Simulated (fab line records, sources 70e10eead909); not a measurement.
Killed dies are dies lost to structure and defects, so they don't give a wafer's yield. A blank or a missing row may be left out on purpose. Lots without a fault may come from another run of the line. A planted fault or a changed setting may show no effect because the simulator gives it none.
Which tool did it? | flow nand_harc | 24 lots, 72 wafers sampled, at 5 steps of a route of 1302

WHAT THE GAUGES READ, wafer by wafer
NHARC_A_ONON_D2_THK_MEAS_27: measures by ellipsometry.
lot  | measured     | on            | thk_nm (nm)
L074 | day 12 16:46 | film_metro-01 | 995 998 996
L075 | day 13 10:02 | film_metro-01 | 992 992 993
L077 | day 13 16:53 | film_metro-02 | 1002 1004 1003
L076 | day 13 16:54 | film_metro-01 | 1007 1007 1006
L078 | day 14 17:34 | film_metro-01 | 1013 1013 1011
L079 | day 14 17:30 | film_metro-02 | 996 997 994
L080 | day 15 16:25 | film_metro-01 | 994 996 993
L082 | day 16 03:24 | film_metro-01 | 985 985 985
L081 | day 16 03:24 | film_metro-02 | 1022 1022 1023
L083 | day 16 17:49 | film_metro-01 | 1002 1003 1003
L084 | day 17 00:15 | film_metro-01 | 1009 1008 1008
L085 | day 17 20:40 | film_metro-01 | 975 974 976
L087 | day 18 06:51 | film_metro-02 | 1019 1019 1019
L086 | day 18 06:50 | film_metro-01 | 1011 1012 1012
L088 | day 18 20:21 | film_metro-02 | 995 997 996
L089 | day 19 10:47 | film_metro-02 | 988 988 988
L090 | day 19 16:07 | film_metro-02 | 1003 1004 1004
L091 | day 19 16:05 | film_metro-01 | 986 986 985
L092 | day 20 02:38 | film_metro-01 | 1004 1007 1005
L093 | day 20 20:30 | film_metro-02 | 1008 1009 1007
L094 | day 20 20:32 | film_metro-02 | 1002 1005 1004
L095 | day 22 01:45 | film_metro-01 | 1000 1001 1001
L096 | day 22 17:04 | film_metro-01 | 999 1000 1001
L097 | day 22 17:04 | film_metro-02 | 986 986 987

WHICH TOOL RAN EACH LOT (tool, then ch and the chambers of the sampled wafers, then the start)
lot  | NHARC_A_CHANNEL_HOLE_D1_ETCH_19  | NHARC_A_CHANNEL_HOLE_D1_ETCH_20  | NHARC_A_CHANNEL_HOLE_D1_ETCH_22  | NHARC_A_CHANNEL_HOLE_D1_XSEM_31
L074 | har_etch-01 ch 0,1, day 8 14:16  | har_etch-01 ch 0,1, day 8 14:25  | har_etch-01 ch 0,1, day 8 15:12  | xsem-01 ch 0, day 8 19:52
L075 | har_etch-02 ch 0,1, day 8 23:59  | har_etch-02 ch 0,1, day 9 00:05  | har_etch-02 ch 0,1, day 9 00:51  | xsem-02 ch 0, day 9 05:38
L077 | har_etch-02 ch 0,1, day 9 12:11  | har_etch-02 ch 0,1, day 9 12:20  | har_etch-02 ch 0,1, day 9 13:07  | xsem-01 ch 0, day 9 17:47
L076 | har_etch-01 ch 0,1, day 9 15:30  | har_etch-01 ch 0,1, day 9 15:37  | har_etch-01 ch 0,1, day 9 16:22  | xsem-02 ch 0, day 9 21:39
L078 | har_etch-02 ch 0,1, day 10 05:35 | har_etch-02 ch 0,1, day 10 05:42 | har_etch-02 ch 0,1, day 10 06:27 | xsem-01 ch 0, day 10 11:16
L079 | har_etch-02 ch 0,1, day 10 16:38 | har_etch-02 ch 0,1, day 10 16:47 | har_etch-02 ch 0,1, day 10 17:35 | xsem-02 ch 0, day 10 22:21
L080 | har_etch-01 ch 1, day 11 05:02   | har_etch-01 ch 1, day 11 05:11   | har_etch-01 ch 1, day 11 05:59   | xsem-02 ch 0, day 11 10:47
L082 | har_etch-02 ch 0, day 11 20:07   | har_etch-02 ch 0, day 11 20:24   | har_etch-02 ch 0, day 11 21:59   | xsem-01 ch 0, day 12 05:50
L081 | har_etch-01 ch 0,1, day 11 22:46 | har_etch-01 ch 0,1, day 11 22:56 | har_etch-01 ch 0,1, day 11 23:47 | xsem-02 ch 0, day 12 04:20
L083 | har_etch-01 ch 0,1, day 12 11:18 | har_etch-01 ch 0,1, day 12 11:25 | har_etch-01 ch 0,1, day 12 12:10 | xsem-01 ch 0, day 12 16:56
L084 | har_etch-02 ch 0,1, day 12 16:01 | har_etch-02 ch 0,1, day 12 16:07 | har_etch-02 ch 0,1, day 12 16:52 | xsem-02 ch 0, day 12 21:37
L085 | har_etch-01 ch 0,1, day 13 06:32 | har_etch-01 ch 0,1, day 13 06:38 | har_etch-01 ch 0,1, day 13 07:23 | xsem-01 ch 0, day 13 12:08
L087 | har_etch-02 ch 0,1, day 13 23:43 | har_etch-02 ch 0,1, day 13 23:54 | har_etch-02 ch 0,1, day 14 00:44 | xsem-01 ch 0, day 14 05:23
L086 | har_etch-01 ch 0,1, day 14 01:48 | har_etch-01 ch 0,1, day 14 01:55 | har_etch-01 ch 0,1, day 14 02:41 | xsem-02 ch 0, day 14 07:25
L088 | har_etch-01 ch 0,1, day 14 10:11 | har_etch-01 ch 0,1, day 14 10:25 | har_etch-01 ch 0,1, day 14 11:17 | xsem-01 ch 0, day 14 15:46
L089 | har_etch-01 ch 0,1, day 15 03:03 | har_etch-01 ch 0,1, day 15 03:14 | har_etch-01 ch 0,1, day 15 04:04 | xsem-02 ch 0, day 15 08:47
L090 | har_etch-01 ch 0,1, day 15 10:31 | har_etch-01 ch 0,1, day 15 10:40 | har_etch-01 ch 0,1, day 15 11:28 | xsem-01 ch 0, day 15 16:07
L091 | har_etch-02 ch 0,1, day 15 10:44 | har_etch-02 ch 0,1, day 15 10:52 | har_etch-02 ch 0,1, day 15 11:37 | xsem-02 ch 0, day 15 16:22
L092 | har_etch-01 ch 0,1, day 15 20:08 | har_etch-01 ch 0,1, day 15 20:19 | har_etch-01 ch 0,1, day 15 21:10 | xsem-01 ch 0, day 16 01:51
L093 | har_etch-01 ch 0,1, day 16 13:20 | har_etch-01 ch 0,1, day 16 13:29 | har_etch-01 ch 0,1, day 16 14:17 | xsem-02 ch 0, day 16 18:57
L094 | har_etch-02 ch 0,1, day 16 14:29 | har_etch-02 ch 0,1, day 16 14:36 | har_etch-02 ch 0,1, day 16 15:22 | xsem-02 ch 0, day 16 20:07
L095 | har_etch-01 ch 0,1, day 17 09:32 | har_etch-01 ch 0,1, day 17 09:45 | har_etch-01 ch 0,1, day 17 10:38 | xsem-02 ch 0, day 17 15:23
L096 | har_etch-01 ch 0,1, day 18 08:41 | har_etch-01 ch 0,1, day 18 08:50 | har_etch-01 ch 0,1, day 18 09:38 | xsem-01 ch 0, day 18 14:19
L097 | har_etch-02 ch 0,1, day 18 09:44 | har_etch-02 ch 0,1, day 18 09:53 | har_etch-02 ch 0,1, day 18 10:41 | xsem-02 ch 0, day 18 15:22
- NHARC_A_CHANNEL_HOLE_D1_ETCH_19: etches the open film in C4F8/O2/Ar, time 34.5 s.
- NHARC_A_CHANNEL_HOLE_D1_ETCH_20: etches the open film in C4F8/O2/Ar, time 361.9 s, target depth 1600 nm.
- NHARC_A_CHANNEL_HOLE_D1_ETCH_22: etches the open film in C4F8/O2/Ar, time 666.7 s, target depth 1600 nm.
- NHARC_A_CHANNEL_HOLE_D1_XSEM_31

WHAT THE TOOLS THEMSELVES READ (means of the sampled wafers that have a number; where no wafer has one, the mark that the record gives instead)
NHARC_A_CHANNEL_HOLE_D1_ETCH_19.
lot  | tool        | drypump_motor_current_A (A) | o2_flow_sccm (sccm) | showerhead_plenum_p_Torr (Torr) | temp_c (C) | throttle_valve_pct (%)
L074 | har_etch-01 | 5.6                         | 96.33               | 3.78                            | -19.95     | 37.037
L075 | har_etch-02 | 6.5                         | 96.09               | 3.59                            | -20.00     | 37.039
L077 | har_etch-02 | 6.4                         | 96.24               | 3.51                            | -20.05     | 37.039
L076 | har_etch-01 | 5.6                         | 96.17               | 3.77                            | -19.99     | 37.041
L078 | har_etch-02 | 6.4                         | 96.09               | 3.50                            | -20.01     | 37.040
L079 | har_etch-02 | 6.4                         | 96.19               | 3.50                            | -20.01     | 37.030
L080 | har_etch-01 | 5.3                         | 95.86               | 3.76                            | -20.03     | 37.042
L082 | har_etch-02 | 6.8                         | 96.45               | 3.64                            | -20.02     | 37.044
L081 | har_etch-01 | 5.6                         | 96.32               | 3.75                            | -19.97     | 37.035
L083 | har_etch-01 | 5.6                         | 95.94               | 3.74                            | -20.08     | 37.043
L084 | har_etch-02 | 6.6                         | 96.41               | 3.75                            | -19.96     | 37.033
L085 | har_etch-01 | 5.9                         | 96.35               | 3.74                            | -19.89     | 37.044
L087 | har_etch-02 | 6.6                         | 96.45               | 3.74                            | -20.14     | 37.040
L086 | har_etch-01 | 5.9                         | 96.37               | 3.73                            | -19.93     | 37.039
L088 | har_etch-01 | 5.9                         | 96.67               | 3.73                            | -20.05     | 37.034
L089 | har_etch-01 | 5.9                         | 96.41               | 3.72                            | -20.03     | 37.043
L090 | har_etch-01 | 5.9                         | 96.18               | 3.72                            | -20.01     | 37.041
L091 | har_etch-02 | 6.4                         | 96.40               | 3.84                            | -20.12     | 37.028
L092 | har_etch-01 | 5.9                         | 96.27               | 3.72                            | -20.11     | 37.034
L093 | har_etch-01 | 5.6                         | 96.29               | 3.71                            | -19.94     | 37.037
L094 | har_etch-02 | 6.5                         | 96.10               | 3.72                            | -20.00     | 37.036
L095 | har_etch-01 | 5.9                         | 96.34               | 3.71                            | -20.05     | 37.040
L096 | har_etch-01 | 5.9                         | 96.21               | 3.70                            | -20.03     | 37.032
L097 | har_etch-02 | 6.4                         | 96.08               | 3.95                            | -19.95     | 37.047

NHARC_A_CHANNEL_HOLE_D1_ETCH_20.
lot  | tool        | drypump_motor_current_A (A) | o2_flow_sccm (sccm) | showerhead_plenum_p_Torr (Torr) | temp_c (C) | throttle_valve_pct (%)
L074 | har_etch-01 | 5.6                         | 35.57               | 3.73                            | -20.00     | 32.153
L075 | har_etch-02 | 6.6                         | 35.75               | 3.55                            | -20.09     | 32.139
L077 | har_etch-02 | 6.4                         | 35.71               | 3.48                            | -19.96     | 32.146
L076 | har_etch-01 | 5.6                         | 35.66               | 3.72                            | -20.09     | 32.157
L078 | har_etch-02 | 6.4                         | 35.59               | 3.47                            | -20.05     | 32.149
L079 | har_etch-02 | 6.4                         | 35.76               | 3.47                            | -20.07     | 32.159
L080 | har_etch-01 | 5.3                         | 35.65               | 3.71                            | -20.02     | 32.156
L082 | har_etch-02 | 6.7                         | 35.69               | 3.60                            | -20.10     | 32.157
L081 | har_etch-01 | 5.6                         | 35.77               | 3.71                            | -20.03     | 32.151
L083 | har_etch-01 | 5.6                         | 35.80               | 3.70                            | -19.94     | 32.149
L084 | har_etch-02 | 6.5                         | 35.66               | 3.70                            | -19.96     | 32.157
L085 | har_etch-01 | 5.9                         | 35.68               | 3.69                            | -20.10     | 32.153
L087 | har_etch-02 | 6.5                         | 35.54               | 3.69                            | -19.90     | 32.165
L086 | har_etch-01 | 5.9                         | 35.59               | 3.69                            | -20.04     | 32.159
L088 | har_etch-01 | 5.9                         | 35.74               | 3.69                            | -19.89     | 32.143
L089 | har_etch-01 | 5.9                         | 35.71               | 3.68                            | -20.09     | 32.157
L090 | har_etch-01 | 5.9                         | 35.75               | 3.68                            | -19.93     | 32.159
L091 | har_etch-02 | 6.4                         | 35.70               | 3.80                            | -20.05     | 32.158
L092 | har_etch-01 | 5.9                         | 35.71               | 3.68                            | -19.92     | 32.159
L093 | har_etch-01 | 5.6                         | 35.67               | 3.67                            | -20.05     | 32.154
L094 | har_etch-02 | 6.6                         | 35.62               | 3.67                            | -20.05     | 32.147
L095 | har_etch-01 | 5.9                         | 35.60               | 3.66                            | -20.09     | 32.150
L096 | har_etch-01 | 5.9                         | 35.58               | 3.66                            | -20.06     | 32.157
L097 | har_etch-02 | 6.4                         | 35.69               | 3.90                            | -19.94     | 32.146

NHARC_A_CHANNEL_HOLE_D1_ETCH_22.
lot  | tool        | drypump_motor_current_A (A) | o2_flow_sccm (sccm) | showerhead_plenum_p_Torr (Torr) | temp_c (C) | throttle_valve_pct (%)
L074 | har_etch-01 | 5.6                         | 35.65               | 3.73                            | -19.99     | 32.155
L075 | har_etch-02 | 6.6                         | 35.81               | 3.55                            | -19.99     | 32.155
L077 | har_etch-02 | 6.4                         | 35.63               | 3.48                            | -20.01     | 32.155
L076 | har_etch-01 | 5.6                         | 35.78               | 3.72                            | -20.00     | 32.160
L078 | har_etch-02 | 6.4                         | 35.54               | 3.47                            | -20.07     | 32.154
L079 | har_etch-02 | 6.4                         | 35.74               | 3.47                            | -20.10     | 32.160
L080 | har_etch-01 | 5.3                         | 35.67               | 3.71                            | -20.07     | 32.150
L082 | har_etch-02 | 6.8                         | 35.56               | 3.60                            | -19.96     | 32.156
L081 | har_etch-01 | 5.7                         | 35.68               | 3.71                            | -20.02     | 32.157
L083 | har_etch-01 | 5.6                         | 35.64               | 3.70                            | -19.96     | 32.158
L084 | har_etch-02 | 6.6                         | 35.60               | 3.70                            | -20.03     | 32.148
L085 | har_etch-01 | 5.9                         | 35.81               | 3.69                            | -20.07     | 32.153
L087 | har_etch-02 | 6.6                         | 35.75               | 3.69                            | -19.90     | 32.158
L086 | har_etch-01 | 5.9                         | 35.76               | 3.69                            | -19.98     | 32.162
L088 | har_etch-01 | 5.9                         | 35.62               | 3.68                            | -19.86     | 32.159
L089 | har_etch-01 | 5.9                         | 35.68               | 3.68                            | -19.98     | 32.150
L090 | har_etch-01 | 5.9                         | 35.67               | 3.68                            | -20.01     | 32.154
L091 | har_etch-02 | 6.4                         | 35.79               | 3.80                            | -19.97     | 32.149
L092 | har_etch-01 | 5.9                         | 35.68               | 3.68                            | -19.90     | 32.152
L093 | har_etch-01 | 5.6                         | 35.61               | 3.67                            | -20.01     | 32.158
L094 | har_etch-02 | 6.5                         | 35.60               | 3.67                            | -19.96     | 32.161
L095 | har_etch-01 | 5.9                         | 35.59               | 3.66                            | -20.17     | 32.154
L096 | har_etch-01 | 5.9                         | 35.75               | 3.66                            | -19.86     | 32.150
L097 | har_etch-02 | 6.4                         | 35.76               | 3.90                            | -19.92     | 32.158

NHARC_A_CHANNEL_HOLE_D1_XSEM_31.
lot  | tool    | bot_cd_nm (nm) | bow_nm (nm) | tilt_deg (degrees)
L074 | xsem-01 | 74.7           | 8.57        | 0.02
L075 | xsem-02 | 73.6           | 8.40        | 0.10
L077 | xsem-01 | 75.0           | 8.53        | 0.21
L076 | xsem-02 | 75.2           | 8.55        | 0.10
L078 | xsem-01 | 75.6           | 8.68        | 0.06
L079 | xsem-02 | 75.8           | 8.96        | 0.06
L080 | xsem-02 | 74.0           | 8.24        | 0.11
L082 | xsem-01 | 74.8           | 8.89        | 0.07
L081 | xsem-02 | 74.3           | 8.93        | 0.04
L083 | xsem-01 | 71.5           | 8.38        | 0.09
L084 | xsem-02 | 73.8           | 8.20        | 0.05
L085 | xsem-01 | 74.6           | 8.30        | 0.14
L087 | xsem-01 | 74.9           | 9.30        | 0.07
L086 | xsem-02 | 75.2           | 8.24        | 0.09
L088 | xsem-01 | 73.7           | 8.74        | 0.01
L089 | xsem-02 | 76.4           | 9.04        | 0.06
L090 | xsem-01 | 74.2           | 8.32        | 0.06
L091 | xsem-02 | 75.0           | 8.55        | 0.05
L092 | xsem-01 | 74.0           | 8.70        | 0.04
L093 | xsem-02 | 73.3           | 8.44        | 0.13
L094 | xsem-02 | 72.8           | 8.84        | 0.03
L095 | xsem-02 | 73.8           | 8.67        | 0.10
L096 | xsem-01 | 74.0           | 9.01        | 0.06
L097 | xsem-02 | 73.7           | 8.73        | 0.09

THE ANSWER, worked out from the rows above alone
Rule: what is usual is taken from the lots themselves. Put in order of their means at a reading, lots are off if they are a third of the lots or fewer, leave a main group of 4 or more, and stand apart from it by a gap of 3 or more times the standard deviation of the main group's means; of several such gaps the widest counts. A main group whose means are all the same, to the digits that the tables above print for the reading, isn't used. A lot without any number at a reading at which 4 lots or more have one is off too. The other lots that the step has rows for count as sound. The gauges are gone through in route order, then the tools' own readings, and for those a lot's mean is taken as printed above. The first step at which some lot is off is used, and at that step the reading that is off furthest; a lot without a number counts as furthest.
No lot is off at any reading shown: from this, nothing can be told.

WHAT THE SIMULATOR HAD PUT IN
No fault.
